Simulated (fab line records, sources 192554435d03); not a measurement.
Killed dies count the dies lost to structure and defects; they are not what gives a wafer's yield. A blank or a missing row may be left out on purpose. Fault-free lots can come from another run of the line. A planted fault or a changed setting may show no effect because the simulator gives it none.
fab line records ; flow n5-finfet
record lots=7; wafers=21
route steps=1938 shown BEOL_M5@1161 BEOL_M6@1198 BEOL_M7@1305
start-h: the number of hours between the record's first day and the start of the first shown wafer of the lot ; wait-h: hours since the lot's step before ; " identical to the entry in the row above ; L1.1+2: several wafers, shown together as one row ; - no value present, or no start provided ; * or withheld: withheld ; < > ~ a bound
route shown NAME@n: names a module that has steps shown in the file, with the first one's number in the route ; usual: average and standard deviation across the fault-free wafers ; same: alike in all rows ; chamber/n: place in a boat ; sites: readings site by site ; _std_site: their standard deviation ; _edge_site: mean of outer sites minus mean of inner sites ; radius-mm: how far each site lies from the wafer's centre ; mask NAME#n: copy n ; behind: the tool/chamber that last shaped the wafer ; hold: what put the lot on hold/how long, in hours/how the hold closed ; device: names the non-switching transistor (n, p or np) ; end of line: the same wafers' tests at the end of the route ; step lacking rows: just its recipe ; killed: at the first sort, the dies lost to defects and structure; wafer yield is something else ; map: shows each die of a wafer: x if killed, . if not, _ if none is there
set.NAME: setting as actually run; set.NAME@STEP: the setting as run at that earlier step ; model.NAME: the simulator's own value behind a step, which no gauge read
one table per step and one row per wafer, for lots whose settings were changed on purpose
## steps
# step N5_BEOL_M5_ETCH_41
# recipe chemistry=CH3F/O2; target=SiCN; target-depth-a=315; taper-deg=2; time-s=56.7; ion-energy-ev=120; mask-material=TiN; pressure-mtorr=30; source-w=395; bias-w=75; Ar_flow_sccm=150; CH3F_flow_sccm=30; O2_flow_sccm=20
# usual rf-vpp-V=297.7/1.5
lot.wafer;tool;chamber;start-h;wait-h;set.source-w;rf-vpp-V
L074.1;rie-diel-05;2;-;-;395;296.4
L074.5;rie-diel-05;1;-;-;395;298.2
L074.6;rie-diel-05;3;-;-;395;295.8
L076.4;rie-diel-02;3;-;-;437.9;288.6
L076.5;rie-diel-02;0;-;-;395;299.8
L076.6;rie-diel-02;1;-;-;437.9;288.4
L081.3;rie-diel-06;2;-;-;416.8;291.8
L081.5;rie-diel-06;3;-;-;416.8;290.8
L081.6;rie-diel-06;0;-;-;395;297.6
L086.1;rie-diel-05;3;-;-;353.9;311.0
L086.3;rie-diel-05;2;-;-;395;295.1
L086.6;rie-diel-05;0;-;-;353.9;304.7
L089.1;rie-diel-05;1;-;-;395;299.0
L089.2;rie-diel-05;0;-;-;395;297.4
L089.4;rie-diel-05;3;-;-;395;298.9
L090.1;rie-diel-05;0;-;-;452.4;283.7
L090.3;rie-diel-05;2;-;-;452.4;284.5
L090.5;rie-diel-05;2;-;-;452.4;284.9
L091.2;rie-diel-05;2;-;-;395;296.9
L091.4;rie-diel-05;0;-;-;395;296.3
L091.5;rie-diel-05;1;-;-;395;299.2
# step N5_BEOL_M5_STRIP_91
# recipe chemistry=N2/H2; time-s=10; power-w=450; temp-c=40; pressure-mtorr=20; rf-frequency-hz=6e+07; bias-power-w=7; n2-flow-sccm=200; h2-flow-sccm=200
# step N5_BEOL_M5_OCD_MEAS_38
# usual trench-depth-nm=71.5/1.1
lot.wafer;tool;chamber;start-h;wait-h;set.time-s@BEOL_M5_TRENCH_ETCH_37;trench-depth-nm
L074.1;ocd-02;-;161.61;-;26.49;76.4
L074.5;ocd-02;-;161.61;-;26.49;75.9
L074.6;ocd-02;-;161.61;-;26.49;75.5
L076.4;ocd-01;-;199.22;-;24.7;73.7
L076.5;ocd-01;-;199.22;-;29.23;86.8
L076.6;ocd-01;-;199.22;-;24.7;70.1
L081.3;ocd-02;-;230.31;-;24.7;70.9
L081.5;ocd-02;-;230.31;-;24.7;72.0
L081.6;ocd-02;-;230.31;-;24.7;71.1
L086.1;ocd-01;-;252.40;-;27.17;79.8
L086.3;ocd-01;-;252.40;-;24.7;71.6
L086.6;ocd-01;-;252.40;-;24.7;73.0
L089.1;ocd-01;-;264.55;-;24.7;70.4
L089.2;ocd-01;-;264.55;-;24.7;72.0
L089.4;ocd-01;-;264.55;-;24.7;72.2
L090.1;ocd-02;-;273.38;-;24.7;72.1
L090.3;ocd-02;-;273.38;-;22.78;66.5
L090.5;ocd-02;-;273.38;-;24.7;72.4
L091.2;ocd-01;-;288.61;-;24.7;71.3
L091.4;ocd-01;-;288.61;-;24.7;72.3
L091.5;ocd-01;-;288.61;-;24.7;70.5
# step N5_BEOL_M5_HM_STRIP_39
# recipe chemistry=peroxide-tin-strip; material=TiN; target-depth-a=250; temp-c=50; time-s=158
# step N5_BEOL_M5_SRD_40
# recipe time-s=30; temp-c=23; rinse-liquid=diw; dry=ipa-marangoni
# step N5_BEOL_M5_ECD_50
# recipe material=Cu; target-thk-a=3000
# step N5_BEOL_M5_ANNEAL_51
# recipe temp-c=225; time-s=90; ambient=N2
# step N5_BEOL_M5_CMP_52
# recipe stop-on=SiCOH_lowk; t-overpolish-s=6.9; down-force-psi=1; platen-rpm=50; clearing-platen-down-force-psi=1.5; clearing-platen-rpm=50; post-cmp-clean=cu-alkaline; target-thk-nm=62; clearing-platen-pad-velocity-m-s=0.99484; pad-velocity-m-s=0.99484
lot.wafer;tool;chamber;start-h;wait-h;set.time-s@BEOL_M5_TRENCH_ETCH_37;model.Cu_of_BEOL_M5_ECD_50.thk-nm
L074.1;cmp-02;1;167.90;0.3;26.49;67.8
L074.5+6;cmp-02;0,1;167.90;0.3;26.49;67.2
L076.4;cmp-03;2;205.65;0.2;24.7;64.6
L076.5;cmp-03;1;205.65;0.2;29.23;76.4
L076.6;cmp-03;2;205.65;0.2;24.7;61.6
L081.3;cmp-03;1;237.99;0.3;24.7;61.4
L081.5;cmp-03;2;237.99;0.3;24.7;63.4
L081.6;cmp-03;3;237.99;0.3;24.7;62.8
L086.1;cmp-02;0;258.43;0.3;27.17;69.8
L086.3;cmp-02;3;258.43;0.3;24.7;62
L086.6;cmp-02;0;258.43;0.3;24.7;63.6
L089.2;cmp-02;0;270.86;0.2;24.7;62.4
L089.4;cmp-02;1;270.86;0.2;24.7;63.4
L089.1;cmp-02;2;270.86;0.2;24.7;61.6
L090.1+5;cmp-02;1;279.79;0.3;24.7;61.8
L090.3;cmp-02;3;279.79;0.3;22.78;57.8
L091.2;cmp-02;0;294.86;0.2;24.7;61.4
L091.4;cmp-02;3;294.86;0.2;24.7;63
L091.5;cmp-02;0;294.86;0.2;24.7;60
# step N5_BEOL_M5_THK_MEAS_53
# recipe thk-meas-gauge=xrf; reads=Cu_of_BEOL_M5_ECD_50
# usual M5_THK=63.2/1.7
lot.wafer;tool;chamber;start-h;wait-h;set.time-s@BEOL_M5_TRENCH_ETCH_37;M5_THK[nm]
L074.1;film-metro-01;-;168.16;-;26.49;69.2
L074.5;film-metro-01;-;168.16;-;26.49;68.6
L074.6;film-metro-01;-;168.16;-;26.49;68.7
L076.4;film-metro-01;-;205.91;-;24.7;65.6
L076.5;film-metro-01;-;205.91;-;29.23;77.6
L076.6;film-metro-01;-;205.91;-;24.7;62.7
L081.3;film-metro-02;-;238.17;-;24.7;63.5
L081.5;film-metro-02;-;238.17;-;24.7;65.8
L081.6;film-metro-02;-;238.17;-;24.7;65.4
L086.1;film-metro-02;-;258.73;-;27.17;70.9
L086.3;film-metro-02;-;258.73;-;24.7;62.3
L086.6;film-metro-02;-;258.73;-;24.7;64.2
L089.1;film-metro-01;-;271.15;-;24.7;63.0
L089.2;film-metro-01;-;271.15;-;24.7;63.9
L089.4;film-metro-01;-;271.15;-;24.7;64.8
L090.1;film-metro-02;-;280.05;-;24.7;63.5
L090.3;film-metro-02;-;280.05;-;22.78;59.4
L090.5;film-metro-02;-;280.05;-;24.7;63.6
L091.2;film-metro-01;-;295.16;-;24.7;62.8
L091.4;film-metro-01;-;295.16;-;24.7;64.4
L091.5;film-metro-01;-;295.16;-;24.7;61.1
# step N5_BEOL_M5_PRE_CLEAN_77
# recipe gas=NH3/H2; time-s=15; temp-c=*; rf-power-w=300
# step N5_BEOL_M5_CO_CAP_78
# recipe material=Co; target-thk-a=20; temp-c=200; precursor=CCTBA/H2; pressure-torr=30; time-s=102.1
# step N5_BEOL_M5_PRE_CLEAN_55
# recipe gas=NH3; time-s=15; temp-c=withheld; rf-power-w=300
# step N5_BEOL_M5_DEP_56
# recipe material=SiCN; target-thk-a=80; temp-c=withheld; precursor=3MS/NH3; pressure-torr=3; rf-w=202; time-s=14
# step N5_BEOL_M5_RS_MEAS_57
# recipe thk-meas-gauge=four-point-probe; reads=Co_of_BEOL_M5_CO_CAP_78+Cu_of_BEOL_M5_ECD_50+Co_of_BEOL_M5_CVD_47+TaN_of_BEOL_M5_ALD_86
# usual M5_RS=0.387/0.012
lot.wafer;tool;chamber;start-h;wait-h;set.time-s@BEOL_M5_TRENCH_ETCH_37;M5_RS[ohm/sq]
L074.1;film-metro-02;-;168.42;0.0;26.49;0.346
L074.5;film-metro-02;-;168.42;0.0;26.49;0.350
L074.6;film-metro-02;-;168.42;0.0;26.49;0.350
L076.4;film-metro-01;-;206.17;0.0;24.7;0.368
L076.5;film-metro-01;-;206.17;0.0;29.23;0.301
L076.6;film-metro-01;-;206.17;0.0;24.7;0.390
L081.3;film-metro-02;-;238.46;0.1;24.7;0.392
L081.5;film-metro-02;-;238.46;0.1;24.7;0.376
L081.6;film-metro-02;-;238.46;0.1;24.7;0.380
L086.1;film-metro-02;-;258.99;0.0;27.17;0.335
L086.3;film-metro-02;-;258.99;0.0;24.7;0.386
L086.6;film-metro-02;-;258.99;0.0;24.7;0.375
L089.1;film-metro-02;-;271.44;0.0;24.7;0.390
L089.2;film-metro-02;-;271.44;0.0;24.7;0.384
L089.4;film-metro-02;-;271.44;0.0;24.7;0.377
L090.1;film-metro-01;-;280.31;0.0;24.7;0.388
L090.3;film-metro-01;-;280.31;0.0;22.78;0.422
L090.5;film-metro-01;-;280.31;0.0;24.7;0.389
L091.2;film-metro-02;-;295.42;0.1;24.7;0.390
L091.4;film-metro-02;-;295.42;0.1;24.7;0.379
L091.5;film-metro-02;-;295.42;0.1;24.7;0.401
# step N5_BEOL_M6_HM_DEP_02
# recipe material=TiN; target-thk-a=200; temp-c=25; chamber-pressure-pa=0.49996
lot.wafer;tool;chamber;start-h;wait-h;set.target-thk-a;model.TiN_of_BEOL_M6_HM_DEP_02.thk-nm
L074.1;pvd-sputter-03;-;169.66;0.5;224.1;22.6
L074.5+6;pvd-sputter-03;-;169.66;0.5;200;20
L076.4+5+6;pvd-sputter-01;-;207.91;1.0;200;20.2
L081.3;pvd-sputter-01;-;240.33;1.2;200;20
L081.5;pvd-sputter-01;-;240.33;1.2;213;21.2
L081.6;pvd-sputter-01;-;240.33;1.2;213;21
L086.1;pvd-sputter-02;-;261.43;1.1;200;20
L086.3;pvd-sputter-02;-;261.43;1.1;219.2;21.8
L086.6;pvd-sputter-02;-;261.43;1.1;219.2;21.6
L089.1;pvd-sputter-01;-;273.26;1.1;200;19.8
L089.2+4;pvd-sputter-01;-;273.26;1.1;200;20
L090.1+5;pvd-sputter-02;-;281.94;0.5;200;19.8
L090.3;pvd-sputter-02;-;281.94;0.5;200;19.6
L091.2+5;pvd-sputter-02;-;298.73;2.6;200;20.2
L091.4;pvd-sputter-02;-;298.73;2.6;191.2;19.4
# step N5_BEOL_M6_COAT_59
# recipe resist=SOC; temp-c=250; time-s=60; spin-rpm=1500; resist-thk-nm=100
lot.wafer;tool;chamber;start-h;wait-h;set.spin-rpm;model.SOC_of_BEOL_M6_COAT_59.thk-nm
L074.1;litho-track-05;0;169.79;0.1;1500;100.2
L074.5;litho-track-05;0;169.79;0.1;1500;99.8
L074.6;litho-track-05;0;169.79;0.1;1447;101.4
L076.4;litho-track-05;0;208.04;0.1;1500;100
L076.5;litho-track-05;0;208.04;0.1;1582;97.4
L076.6;litho-track-05;0;208.04;0.1;1500;100.2
L081.3+5+6;litho-track-01;0;240.46;0.1;1500;100
L086.1;litho-track-01;0;261.55;0.1;1500;100.2
L086.3;litho-track-01;0;261.55;0.1;1558;98.8
L086.6;litho-track-01;0;261.55;0.1;1500;100.4
L089.1;litho-track-01;0;273.39;0.1;1500;99.8
L089.2;litho-track-01;0;273.39;0.1;1500;100
L089.4;litho-track-01;0;273.39;0.1;1500;99.6
L090.1;litho-track-02;0;282.07;0.1;1400;104
L090.3;litho-track-02;0;282.07;0.1;1500;100.4
L090.5;litho-track-02;0;282.07;0.1;1500;100.8
L091.2+4;litho-track-02;0;298.86;0.1;1500;100.2
L091.5;litho-track-02;0;298.86;0.1;1500;99.8
# step N5_BEOL_M6_COAT_60
# recipe resist=SiARC; temp-c=220; time-s=60; spin-rpm=1500; resist-thk-nm=35
# step N5_BEOL_M6_COAT_05
# recipe resist=CAR-ArF; spin-rpm=1500; resist-thk-nm=90
# step N5_BEOL_M6_DESCUM_16
# recipe chemistry=O2; time-s=7.9; source-power-w=50; bias-power-w=20; pressure-mtorr=20; rf-frequency-hz=2.712e+07; temp-c=40; resist=CAR-ArF; o2-flow-sccm=225
# step N5_BEOL_M6_ETCH_61
# recipe chemistry=CF4; target=SiARC; target-depth-a=455; mask-material=CAR-ArF; time-s=75.8; ion-energy-ev=80; pressure-mtorr=40; source-w=545; bias-w=36; Ar_flow_sccm=100; cf4-flow-sccm=100; ends=cleared
# step N5_BEOL_M6_ETCH_62
# recipe chemistry=N2/H2; target=SOC; target-depth-a=1100; overetch-a=220; mask-material=SiARC; temp-c=40; time-s=165; ion-energy-ev=200; pressure-mtorr=30; source-w=840; bias-w=150; n2-flow-sccm=200; h2-flow-sccm=200
lot.wafer;tool;chamber;start-h;wait-h;set.spin-rpm@BEOL_M6_COAT_59;model.etch.depth-nm
L074.1;rie-diel-03;1;170.58;0.0;1500;100.2
L074.5;rie-diel-03;0;170.58;0.0;1500;99.83
L074.6;rie-diel-03;1;170.58;0.0;1447;101.5
L076.4;rie-diel-03;1;208.59;0.0;1500;100
L076.5;rie-diel-03;1;208.59;0.0;1582;97.44
L076.6;rie-diel-03;2;208.59;0.0;1500;100.3
L081.3;rie-diel-01;3;241.58;0.0;1500;99.92
L081.5;rie-diel-01;3;241.58;0.0;1500;100
L081.6;rie-diel-01;2;241.58;0.0;1500;100.1
L086.1;rie-diel-04;2;262.22;0.0;1500;100.1
L086.3;rie-diel-04;1;262.22;0.0;1558;98.71
L086.6;rie-diel-04;2;262.22;0.0;1500;100.4
L089.1;rie-diel-01;2;273.82;0.0;1500;99.72
L089.2;rie-diel-01;0;273.82;0.0;1500;100.1
L089.4;rie-diel-01;3;273.82;0.0;1500;99.65
L090.1;rie-diel-03;1;282.64;0.0;1400;104
L090.3;rie-diel-03;3;282.64;0.0;1500;100.5
L090.5;rie-diel-03;2;282.64;0.0;1500;100.7
L091.2;rie-diel-01;2;299.41;0.0;1500;100.2
L091.4;rie-diel-01;0;299.41;0.0;1500;100.1
L091.5;rie-diel-01;2;299.41;0.0;1500;99.83
# step N5_BEOL_M6_STRIP_68
# recipe chemistry=N2/H2; temp-c=40; n2-flow-sccm=200; h2-flow-sccm=200; rf-frequency-hz=6e+07
# step N5_BEOL_M6_STRIP_67
# recipe chemistry=CF4; resist=SiARC; power-w=300; bias-power-w=75; pressure-mtorr=50; cf4-flow-sccm=150; rf-frequency-hz=6e+07
# step N5_BEOL_M6_HM_OPEN_17
# recipe chemistry=Cl2/BCl3; target-depth-a=200; overetch-a=60; target=TiN; mask-material=SOC; ion-energy-ev=150; pressure-mtorr=10; icp-w=1000; bias-w=126; Cl2_flow_sccm=53.25; bcl3-flow-sccm=21.75; Ar_flow_sccm=25
lot.wafer;tool;chamber;start-h;wait-h;set.target-thk-a@BEOL_M6_HM_DEP_02;model.etch.depth-nm
L074.1;rie-metal-03;1;170.77;0.0;224.1;22.52
L074.5;rie-metal-03;1;170.77;0.0;200;20.06
L074.6;rie-metal-03;0;170.77;0.0;200;19.97
L076.4;rie-metal-03;1;208.80;0.1;200;20.21
L076.5;rie-metal-03;1;208.80;0.1;200;20.23
L076.6;rie-metal-03;0;208.80;0.1;200;20.14
L081.3;rie-metal-03;1;241.80;0.1;200;19.97
L081.5;rie-metal-03;1;241.80;0.1;213;21.14
L081.6;rie-metal-03;0;241.80;0.1;213;20.91
L086.1;rie-metal-01;1;262.41;0.0;200;19.92
L086.3;rie-metal-01;1;262.41;0.0;219.2;21.74
L086.6;rie-metal-01;1;262.41;0.0;219.2;21.56
L089.1;rie-metal-01;0;274.00;0.0;200;19.89
L089.2;rie-metal-01;0;274.00;0.0;200;19.91
L089.4;rie-metal-01;0;274.00;0.0;200;19.95
L090.1;rie-metal-03;1;282.82;0.0;200;19.86
L090.3;rie-metal-03;0;282.82;0.0;200;19.65
L090.5;rie-metal-03;1;282.82;0.0;200;19.88
L091.2+5;rie-metal-03;0,1;299.59;0.0;200;20.21
L091.4;rie-metal-03;0;299.59;0.0;191.2;19.37
# step N5_BEOL_M6_ETCH_66
# recipe chemistry=N2/H2; target=SOC; target-depth-a=800; overetch-a=160; mask-material=SiARC; temp-c=40; time-s=120; ion-energy-ev=200; pressure-mtorr=30; source-w=840; bias-w=150; n2-flow-sccm=200; h2-flow-sccm=200
# usual rf-vpp-V=524.2/2
lot.wafer;tool;chamber;start-h;wait-h;set.source-w;rf-vpp-V;model.SiARC_of_BEOL_M6_COAT_64.thk-nm
L074.1;rie-diel-01;3;171.78;0.0;840;525.2;6.4
L074.5;rie-diel-01;0;171.78;0.0;840;527.7;6.4
L074.6;rie-diel-01;3;171.78;0.0;840;526.8;6.4
L076.4;rie-diel-04;0;210.74;0.0;840;521.7;6.4
L076.5;rie-diel-04;2;210.74;0.0;840;523.0;6.6
L076.6;rie-diel-04;1;210.74;0.0;840;527.1;6.4
L081.3;rie-diel-04;3;246.58;0.0;840;522.8;6.4
L081.5;rie-diel-04;2;246.58;0.0;840;521.1;6.4
L081.6;rie-diel-04;3;246.58;0.0;726.8;547.7;6.8
L086.1;rie-diel-03;2;264.17;0.0;840;524.3;6.6
L086.3;rie-diel-03;0;264.17;0.0;693.1;561.3;7
L086.6;rie-diel-03;2;264.17;0.0;693.1;557.3;7.2
L089.1;rie-diel-01;1;274.78;0.0;840;523.8;6.4
L089.2;rie-diel-01;2;274.78;0.0;840;523.0;6.6
L089.4;rie-diel-01;0;274.78;0.0;840;528.0;6.4
L090.1;rie-diel-03;3;284.87;0.0;840;524.0;6.2
L090.3;rie-diel-03;0;284.87;0.0;840;526.0;6.4
L090.5;rie-diel-03;1;284.87;0.0;840;523.0;6.4
L091.2;rie-diel-04;2;302.16;0.0;840;524.1;6.4
L091.4;rie-diel-04;3;302.16;0.0;925.4;506.7;6
L091.5;rie-diel-04;1;302.16;0.0;925.4;509.4;6
# step N5_BEOL_M6_TRENCH_ETCH_37
# recipe chemistry=C4F6/O2; target-depth-a=944.35; target=SiCOH_lowk; time-s=31.5; ion-energy-ev=250; pressure-mtorr=30; source-w=345; bias-w=185; Ar_flow_sccm=300; C4F6_flow_sccm=10; O2_flow_sccm=10
# usual rf-vpp-V=665/7.5
lot.wafer;tool;chamber;start-h;wait-h;set.bias-w;set.target-thk-a@BEOL_M6_HM_DEP_02;rf-vpp-V;model.TiN_of_BEOL_M6_HM_DEP_02.thk-nm
L074.1;rie-diel-01;3;-;-;195.4;224.1;692;19.8
L074.5;rie-diel-01;0;-;-;185;200;680;17.4
L074.6;rie-diel-01;3;-;-;185;200;661;17.2
L076.4;rie-diel-04;0;-;-;185;200;669;17.6
L076.5;rie-diel-04;2;-;-;185;200;654;17.6
L076.6;rie-diel-04;1;-;-;217.7;200;759;17.2
L081.3;rie-diel-04;3;-;-;185;200;654;17.2
L081.5;rie-diel-04;2;-;-;217.6;213;742;18.2
L081.6;rie-diel-04;3;-;-;185;213;653;18.2
L086.1;rie-diel-03;2;-;-;206.3;200;722;17.2
L086.3;rie-diel-03;0;-;-;185;219.2;657;19
L086.6;rie-diel-03;2;-;-;206.3;219.2;723;18.8
L089.1;rie-diel-01;1;-;-;185;200;665;17.2
L089.2;rie-diel-01;2;-;-;185;200;669;17.2
L089.4;rie-diel-01;0;-;-;185;200;677;17.2
L090.1;rie-diel-03;3;-;-;164.9;200;614;17.4
L090.3;rie-diel-03;0;-;-;185;200;657;17
L090.5;rie-diel-03;1;-;-;164.9;200;610;17.4
L091.2;rie-diel-04;2;-;-;185;200;653;17.6
L091.4;rie-diel-04;3;-;-;185;191.2;654;16.6
L091.5;rie-diel-04;1;-;-;185;200;667;17.6
# step N5_BEOL_M6_ETCH_41
# recipe chemistry=CH3F/O2; target=SiCN; target-depth-a=297; taper-deg=2; time-s=52; ion-energy-ev=120; mask-material=TiN; pressure-mtorr=30; source-w=395; bias-w=75; Ar_flow_sccm=150; CH3F_flow_sccm=30; O2_flow_sccm=20
# step N5_BEOL_M6_STRIP_80
# recipe chemistry=N2/H2; time-s=10; power-w=450; temp-c=40; pressure-mtorr=20; rf-frequency-hz=6e+07; bias-power-w=7; n2-flow-sccm=200; h2-flow-sccm=200
# step N5_BEOL_M6_OCD_MEAS_38
# usual trench-depth-nm=94.0/1.3
lot.wafer;tool;chamber;start-h;wait-h;set.bias-w@BEOL_M6_TRENCH_ETCH_37;trench-depth-nm
L074.1;ocd-01;-;172.12;-;195.4;96.6
L074.5;ocd-01;-;172.12;-;185;95.4
L074.6;ocd-01;-;172.12;-;185;95.6
L076.4;ocd-02;-;211.09;-;185;93.0
L076.5;ocd-02;-;211.09;-;185;93.7
L076.6;ocd-02;-;211.09;-;217.7;98.2
L081.3;ocd-02;-;246.93;-;185;95.1
L081.5;ocd-02;-;246.93;-;217.6;98.0
L081.6;ocd-02;-;246.93;-;185;95.2
L086.1;ocd-01;-;264.52;-;206.3;95.1
L086.3;ocd-01;-;264.52;-;185;94.8
L086.6;ocd-01;-;264.52;-;206.3;94.8
L089.1;ocd-02;-;275.13;-;185;93.4
L089.2;ocd-02;-;275.13;-;185;92.5
L089.4;ocd-02;-;275.13;-;185;94.0
L090.1;ocd-01;-;285.21;-;164.9;92.2
L090.3;ocd-01;-;285.21;-;185;94.0
L090.5;ocd-01;-;285.21;-;164.9;90.4
L091.2;ocd-01;-;302.51;-;185;93.8
L091.4;ocd-01;-;302.51;-;185;94.5
L091.5;ocd-01;-;302.51;-;185;93.4
# step N5_BEOL_M7_VIA_ETCH_34
# recipe chemistry=C4F6/O2; target=SiCOH_lowk; target-depth-a=1255; mask-material=SOC; taper-deg=4; time-s=50.5; ion-energy-ev=250; pressure-mtorr=30; source-w=345; bias-w=185; Ar_flow_sccm=300; C4F6_flow_sccm=10; O2_flow_sccm=10
# usual rf-vpp-V=662/4.3
lot.wafer;tool;chamber;start-h;wait-h;set.source-w;rf-vpp-V;model.etch.depth-nm
L074.1;rie-diel-02;2;177.73;0.0;290.9;720;117
L074.5;rie-diel-02;2;177.73;0.0;345;659;124.8
L074.6;rie-diel-02;3;177.73;0.0;345;667;129
L076.4;rie-diel-06;2;221.08;0.0;345;668;123.4
L076.5;rie-diel-06;0;221.08;0.0;345;663;125.4
L076.6;rie-diel-06;3;221.08;0.0;345;656;125.5
L081.3;rie-diel-06;1;254.53;0.0;293.6;720;114.9
L081.5;rie-diel-06;1;254.53;0.0;293.6;721;115.6
L081.6;rie-diel-06;0;254.53;0.0;345;663;126.7
L086.1;rie-diel-06;0;272.76;0.0;402.6;613;134.4
L086.3;rie-diel-06;2;272.76;0.0;402.6;617;130.4
L086.6;rie-diel-06;2;272.76;0.0;345;667;123
L089.1;rie-diel-02;3;281.89;0.0;345;667;128.1
L089.2;rie-diel-02;2;281.89;0.0;345;660;123.6
L089.4;rie-diel-02;1;281.89;0.0;345;658;123.5
L090.1;rie-diel-06;1;293.90;0.0;345;662;122.1
L090.3;rie-diel-06;2;293.90;0.0;345;667;123
L090.5;rie-diel-06;3;293.90;0.0;364.3;637;126.7
L091.2;rie-diel-05;0;311.43;0.0;345;667;125.9
L091.4;rie-diel-05;1;311.43;0.0;365.2;639;124.9
L091.5;rie-diel-05;2;311.43;0.0;345;669;124
# step N5_BEOL_M7_ETCH_41
# recipe chemistry=CH3F/O2; target=SiCN; target-depth-a=319; taper-deg=2; time-s=57.8; ion-energy-ev=120; mask-material=TiN; pressure-mtorr=30; source-w=395; bias-w=75; Ar_flow_sccm=150; CH3F_flow_sccm=30; O2_flow_sccm=20
# usual rf-vpp-V=297.6/1.6
lot.wafer;tool;chamber;start-h;wait-h;set.source-w;rf-vpp-V
L074.1;rie-diel-02;2;-;-;334.8;313.7
L074.5;rie-diel-02;2;-;-;395;296.2
L074.6;rie-diel-02;3;-;-;334.8;315.8
L076.4;rie-diel-06;2;-;-;395;297.6
L076.5;rie-diel-06;0;-;-;395;298.5
L076.6;rie-diel-06;3;-;-;395;296.5
L081.3;rie-diel-06;1;-;-;395;295.1
L081.5;rie-diel-06;1;-;-;395;293.8
L081.6;rie-diel-06;0;-;-;395;298.2
L086.1;rie-diel-06;0;-;-;395;298.5
L086.3;rie-diel-06;2;-;-;395;297.8
L086.6;rie-diel-06;2;-;-;395;296.6
L089.1;rie-diel-02;3;-;-;395;296.8
L089.2;rie-diel-02;2;-;-;395;297.6
L089.4;rie-diel-02;1;-;-;395;298.0
L090.1;rie-diel-06;1;-;-;440.9;285.6
L090.3;rie-diel-06;2;-;-;440.9;286.3
L090.5;rie-diel-06;3;-;-;395;296.9
L091.2;rie-diel-05;0;-;-;366.9;303.0
L091.4;rie-diel-05;1;-;-;366.9;306.5
L091.5;rie-diel-05;2;-;-;395;295.4
## key
split step=N5_BEOL_M5_ETCH_41; setting=source-w; stated=395; by=wafer
response step=N5_BEOL_M5_ETCH_41; reading=rf-vpp-V; change=-1.13; per=1%; r=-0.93
split step=N5_BEOL_M6_HM_DEP_02; setting=target-thk-a; stated=200; by=wafer
response step=N5_BEOL_M6_HM_DEP_02; reading=model.TiN_of_BEOL_M6_HM_DEP_02.thk-nm; change=+0.195; per=1%; r=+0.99
response step=N5_BEOL_M6_HM_OPEN_17; reading=model.etch.depth-nm; change=+0.192; per=1%; r=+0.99
response step=N5_BEOL_M6_TRENCH_ETCH_37; reading=model.TiN_of_BEOL_M6_HM_DEP_02.thk-nm; change=+0.192; per=1%; r=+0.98
split step=N5_BEOL_M6_COAT_59; setting=spin-rpm; stated=1500; by=wafer
response step=N5_BEOL_M6_COAT_59; reading=model.SOC_of_BEOL_M6_COAT_59.thk-nm; change=-0.473; per=1%; r=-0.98
response step=N5_BEOL_M6_ETCH_62; reading=model.etch.depth-nm; change=-0.48; per=1%; r=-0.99
split step=N5_BEOL_M6_ETCH_66; setting=source-w; stated=840; by=wafer
response step=N5_BEOL_M6_ETCH_66; reading=rf-vpp-V; change=-1.9; per=1%; r=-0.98
response step=N5_BEOL_M6_ETCH_66; reading=model.SiARC_of_BEOL_M6_COAT_64.thk-nm; change=-0.0308; per=1%; r=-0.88
split step=N5_BEOL_M6_TRENCH_ETCH_37; setting=bias-w; stated=185; by=wafer
response step=N5_BEOL_M6_TRENCH_ETCH_37; reading=rf-vpp-V; change=+5.13; per=1%; r=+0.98
response step=N5_BEOL_M6_OCD_MEAS_38; reading=trench-depth-nm; change=+0.191; per=1%; r=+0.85
split step=N5_BEOL_M7_VIA_ETCH_34; setting=source-w; stated=345; by=wafer
response step=N5_BEOL_M7_VIA_ETCH_34; reading=rf-vpp-V; change=-3.62; per=1%; r=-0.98
response step=N5_BEOL_M7_VIA_ETCH_34; reading=model.etch.depth-nm; change=+0.624; per=1%; r=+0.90
split step=N5_BEOL_M7_ETCH_41; setting=source-w; stated=395; by=wafer
response step=N5_BEOL_M7_ETCH_41; reading=rf-vpp-V; change=-1.14; per=1%; r=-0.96
split outside-this-file step=N5_BEOL_M5_TRENCH_ETCH_37 setting=time-s
# split outside-this-file: this setting was split too, and the file shows its column; the key of that split is in another file
